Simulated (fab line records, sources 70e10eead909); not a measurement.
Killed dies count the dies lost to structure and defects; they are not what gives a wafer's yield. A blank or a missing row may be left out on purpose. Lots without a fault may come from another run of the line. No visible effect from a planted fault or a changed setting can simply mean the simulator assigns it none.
Which of the tools did it? || flow nandHarc || Sampling: 12 lots, 36 wafers, 6 of 1302 route steps

## WHAT THE GAUGES SHOWED, per wafer
NHARC_A_DECK1_JOINT_THK_MEAS_17: measures by ellipsometry.
{"lot": "L075", "measured": "day 12 11:33", "on": "filmMetro-02", "thkNm (nm)": "44.3 44.5 44.9"}
{"lot": "L077", "measured": "day 13 13:40", "on": "filmMetro-01", "thkNm (nm)": "43.9 46.2 44.3"}
{"lot": "L079", "measured": "day 14 03:26", "on": "filmMetro-01", "thkNm (nm)": "44.0 43.7 44.8"}
{"lot": "L081", "measured": "day 15 04:25", "on": "filmMetro-02", "thkNm (nm)": "45.3 44.7 45.8"}
{"lot": "L083", "measured": "day 16 04:10", "on": "filmMetro-01", "thkNm (nm)": "44.5 45.3 45.7"}
{"lot": "L084", "measured": "day 16 20:42", "on": "filmMetro-01", "thkNm (nm)": "45.2 46.2 44.5"}
{"lot": "L087", "measured": "day 17 13:32", "on": "filmMetro-01", "thkNm (nm)": "43.9 44.1 46.3"}
{"lot": "L088", "measured": "day 18 22:57", "on": "filmMetro-01", "thkNm (nm)": "43.6 45.0 46.5"}
{"lot": "L091", "measured": "day 19 10:10", "on": "filmMetro-01", "thkNm (nm)": "44.9 45.1 43.5"}
{"lot": "L093", "measured": "day 20 09:39", "on": "filmMetro-01", "thkNm (nm)": "43.8 42.8 44.2"}
{"lot": "L095", "measured": "day 21 05:05", "on": "filmMetro-01", "thkNm (nm)": "46.1 44.3 45.1"}
{"lot": "L097", "measured": "day 22 07:59", "on": "filmMetro-02", "thkNm (nm)": "45.6 44.3 46.1"}

## WHAT TOOL EACH LOT RAN ON (gives the tool, then ch and the chambers of the sampled wafers, and finally the start)
{"lot": "L075", "NHARC_P_M1_ETCH_35": "rieDiel-05 ch 0,2, day 6 09:44", "NHARC_P_M2_ETCH_15": "rieDiel-10 ch 0,1, day 9 21:42 or earlier", "NHARC_P_M2_PVD_21": "pvdSputter-01, day 9 21:42 or earlier", "NHARC_P_BONDPAD_PVD_27": "pvdSputter-01, day 9 21:42 or earlier", "NHARC_A_CHANNEL_FILL_D1_STRIP_28": "rieDiel-05 ch 1,2, day 9 21:42"}
{"lot": "L077", "NHARC_P_M1_ETCH_35": "rieDiel-05 ch 0,1,3, day 7 08:19", "NHARC_P_M2_ETCH_15": "rieDiel-02 ch 2,3, day 11 03:02 or earlier", "NHARC_P_M2_PVD_21": "pvdSputter-02, day 11 03:02 or earlier", "NHARC_P_BONDPAD_PVD_27": "pvdSputter-01, day 11 03:02 or earlier", "NHARC_A_CHANNEL_FILL_D1_STRIP_28": "rieDiel-05 ch 0,2, day 11 03:02"}
{"lot": "L079", "NHARC_P_M1_ETCH_35": "rieDiel-01 ch 0,1,3, day 8 03:02", "NHARC_P_M2_ETCH_15": "rieDiel-04 ch 1,2, day 11 16:28 or earlier", "NHARC_P_M2_PVD_21": "pvdSputter-02, day 11 16:28 or earlier", "NHARC_P_BONDPAD_PVD_27": "pvdSputter-03, day 11 16:28 or earlier", "NHARC_A_CHANNEL_FILL_D1_STRIP_28": "rieDiel-10 ch 1,2,3, day 11 16:28"}
{"lot": "L081", "NHARC_P_M1_ETCH_35": "rieDiel-05 ch 0,1,3, day 9 04:58", "NHARC_P_M2_ETCH_15": "rieDiel-04 ch 0,1,2, day 12 14:25 or earlier", "NHARC_P_M2_PVD_21": "pvdSputter-02, day 12 14:25 or earlier", "NHARC_P_BONDPAD_PVD_27": "pvdSputter-01, day 12 14:25 or earlier", "NHARC_A_CHANNEL_FILL_D1_STRIP_28": "rieDiel-10 ch 0,2,3, day 12 14:25"}
{"lot": "L083", "NHARC_P_M1_ETCH_35": "rieDiel-05 ch 0,1,2, day 10 04:17", "NHARC_P_M2_ETCH_15": "rieDiel-04 ch 0,1,3, day 13 18:46 or earlier", "NHARC_P_M2_PVD_21": "pvdSputter-01, day 13 18:46 or earlier", "NHARC_P_BONDPAD_PVD_27": "pvdSputter-01, day 13 18:46 or earlier", "NHARC_A_CHANNEL_FILL_D1_STRIP_28": "rieDiel-02 ch 0,1,2, day 13 18:46"}
{"lot": "L084", "NHARC_P_M1_ETCH_35": "rieDiel-03 ch 2,3, day 10 17:20", "NHARC_P_M2_ETCH_15": "rieDiel-10 ch 0,1,3, day 14 09:13 or earlier", "NHARC_P_M2_PVD_21": "pvdSputter-03, day 14 09:13 or earlier", "NHARC_P_BONDPAD_PVD_27": "pvdSputter-02, day 14 09:13 or earlier", "NHARC_A_CHANNEL_FILL_D1_STRIP_28": "rieDiel-10 ch 2,3, day 14 09:13"}
{"lot": "L087", "NHARC_P_M1_ETCH_35": "rieDiel-03 ch 0,2,3, day 11 16:26", "NHARC_P_M2_ETCH_15": "rieDiel-10 ch 0,1,3, day 15 04:50 or earlier", "NHARC_P_M2_PVD_21": "pvdSputter-01, day 15 04:50 or earlier", "NHARC_P_BONDPAD_PVD_27": "pvdSputter-02, day 15 04:50 or earlier", "NHARC_A_CHANNEL_FILL_D1_STRIP_28": "rieDiel-05 ch 1,2,3, day 15 04:50"}
{"lot": "L088", "NHARC_P_M1_ETCH_35": "rieDiel-01 ch 0,1,3, day 12 08:28", "NHARC_P_M2_ETCH_15": "rieDiel-02 ch 0,3, day 16 02:47 or earlier", "NHARC_P_M2_PVD_21": "pvdSputter-01, day 16 02:47 or earlier", "NHARC_P_BONDPAD_PVD_27": "pvdSputter-01, day 16 02:47 or earlier", "NHARC_A_CHANNEL_FILL_D1_STRIP_28": "rieDiel-10 ch 1,3, day 16 02:47"}
{"lot": "L091", "NHARC_P_M1_ETCH_35": "rieDiel-01 ch 0,1,3, day 13 08:23", "NHARC_P_M2_ETCH_15": "rieDiel-10 ch 0,1,2, day 16 23:37 or earlier", "NHARC_P_M2_PVD_21": "pvdSputter-01, day 16 23:37 or earlier", "NHARC_P_BONDPAD_PVD_27": "pvdSputter-01, day 16 23:37 or earlier", "NHARC_A_CHANNEL_FILL_D1_STRIP_28": "rieDiel-02 ch 0,1,2, day 16 23:37"}
{"lot": "L093", "NHARC_P_M1_ETCH_35": "rieDiel-05 ch 0,1,2, day 14 04:40", "NHARC_P_M2_ETCH_15": "rieDiel-10 ch 1,2,3, day 17 20:33 or earlier", "NHARC_P_M2_PVD_21": "pvdSputter-02, day 17 20:33 or earlier", "NHARC_P_BONDPAD_PVD_27": "pvdSputter-01, day 17 20:33 or earlier", "NHARC_A_CHANNEL_FILL_D1_STRIP_28": "rieDiel-10 ch 0,1,3, day 17 20:33"}
{"lot": "L095", "NHARC_P_M1_ETCH_35": "rieDiel-05 ch 0,1,3, day 14 23:55", "NHARC_P_M2_ETCH_15": "rieDiel-04 ch 1,2,3, day 18 19:42 or earlier", "NHARC_P_M2_PVD_21": "pvdSputter-03, day 18 19:42 or earlier", "NHARC_P_BONDPAD_PVD_27": "pvdSputter-01, day 18 19:42 or earlier", "NHARC_A_CHANNEL_FILL_D1_STRIP_28": "rieDiel-02 ch 1,2,3, day 18 19:42"}
{"lot": "L097", "NHARC_P_M1_ETCH_35": "rieDiel-03 ch 0,1, day 16 01:57", "NHARC_P_M2_ETCH_15": "rieDiel-10 ch 0,1,3, day 20 00:26 or earlier", "NHARC_P_M2_PVD_21": "pvdSputter-02, day 20 00:26 or earlier", "NHARC_P_BONDPAD_PVD_27": "pvdSputter-01, day 20 00:26 or earlier", "NHARC_A_CHANNEL_FILL_D1_STRIP_28": "rieDiel-05 ch 0,1,3, day 20 00:26"}
- NHARC_P_M1_ETCH_35: etches the open film in N2/H2, target depth 40 nm, overetch 12 nm, time 43.94 s.
- NHARC_P_M2_ETCH_15: etches the open film in C4F8/Ar, target depth 182.5 nm, time 91.2 s.
- NHARC_P_M2_PVD_21: deposits Cu, target thk 30 nm, time 20.49 s.
- NHARC_P_BONDPAD_PVD_27: deposits Cu, target thk 30 nm, time 20.49 s.
- NHARC_A_CHANNEL_FILL_D1_STRIP_28: strips in O2, time 20 s.

## THE ANSWER, worked out from the rows above alone
Rule: the lots themselves supply what counts as usual. The widest of any qualifying gaps counts: lots, ordered by their means at a reading, are off when they make up no more than a third of the lots, leave a main group of 4 or more, and stand apart from it by 3 or more times the standard deviation of that group's means. If all means in a main group match to the digits the tables above print for the reading, that group is not used. Also off: a lot with no number at a reading for which 4 or more lots have one. The other lots that the step has rows for count as sound.
No lot is off at any reading shown: from this, nothing can be told.

## WHAT THE SIMULATOR HAD INSERTED
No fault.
